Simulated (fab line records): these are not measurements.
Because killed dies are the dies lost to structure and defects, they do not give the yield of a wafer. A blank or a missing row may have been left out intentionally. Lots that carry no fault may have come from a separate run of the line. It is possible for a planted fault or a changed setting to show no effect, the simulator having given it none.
Matching of chambers || flow n5_finfet || N5_FIN_CUT_CUT_ETCH_27 on rie_diel-04 has 4 sister chambers
The step etches SiO2 in CHF3/O2, target depth 4 nm, overetch 2 nm, time 4.9 s. 4 wafers are shown with their chamber, then 12 later ones without.

== WAFERS WITH THEIR CHAMBER ==
{"wafer": "L091.2", "chamber": 0, "drypump_motor_current_A (A)": 5.3}
{"wafer": "L092.2", "chamber": 2, "drypump_motor_current_A (A)": 4.8}
{"wafer": "L092.4", "chamber": 1, "drypump_motor_current_A (A)": 5.7}
{"wafer": "L092.6", "chamber": 3, "drypump_motor_current_A (A)": 6.4}

== WAFERS WITH NO CHAMBER GIVEN ==
{"wafer": "L093.1", "drypump_motor_current_A (A)": 5.7}
{"wafer": "L093.5", "drypump_motor_current_A (A)": 4.7}
{"wafer": "L093.6", "drypump_motor_current_A (A)": 5.7}
{"wafer": "L095.1", "drypump_motor_current_A (A)": 4.8}
{"wafer": "L095.2", "drypump_motor_current_A (A)": 6.4}
{"wafer": "L095.4", "drypump_motor_current_A (A)": 4.7}
{"wafer": "L096.1", "drypump_motor_current_A (A)": 4.7}
{"wafer": "L096.3", "drypump_motor_current_A (A)": 6.4}
{"wafer": "L096.5", "drypump_motor_current_A (A)": 4.7}
{"wafer": "L097.1", "drypump_motor_current_A (A)": 4.7}
{"wafer": "L097.4", "drypump_motor_current_A (A)": 6.4}
{"wafer": "L097.5", "drypump_motor_current_A (A)": 6.4}

== EACH ONE'S CHAMBER ==
{"wafer": "L093.1", "from the rows above": 1, "in truth": 1}
{"wafer": "L093.5", "from the rows above": 2, "in truth": 2}
{"wafer": "L093.6", "from the rows above": 1, "in truth": 1}
{"wafer": "L095.1", "from the rows above": 2, "in truth": 2}
{"wafer": "L095.2", "from the rows above": 3, "in truth": 3}
{"wafer": "L095.4", "from the rows above": 2, "in truth": 2}
{"wafer": "L096.1", "from the rows above": 2, "in truth": 2}
{"wafer": "L096.3", "from the rows above": 3, "in truth": 3}
{"wafer": "L096.5", "from the rows above": 2, "in truth": 2}
{"wafer": "L097.1", "from the rows above": 2, "in truth": 2}
{"wafer": "L097.4", "from the rows above": 3, "in truth": 3}
{"wafer": "L097.5", "from the rows above": 3, "in truth": 3}
Correct placement for 12 of the 12. Can't be placed from these rows: 0. Number placed wrongly: 0.
How it was worked out, from the rows above alone: a wafer's distance from a chamber is the root of the sum, over the readings, of the square of ((its reading less the chamber's mean) divided by the reading's scatter). The wafer belongs to the nearest chamber; if the next one is less than 2 further off, it can't be placed. The mean given for a chamber averages the wafers shown for that chamber. The scatter (one wafer shown for each chamber): square how far every hidden wafer sits from the nearest shown wafer, average those squares and take the square root.
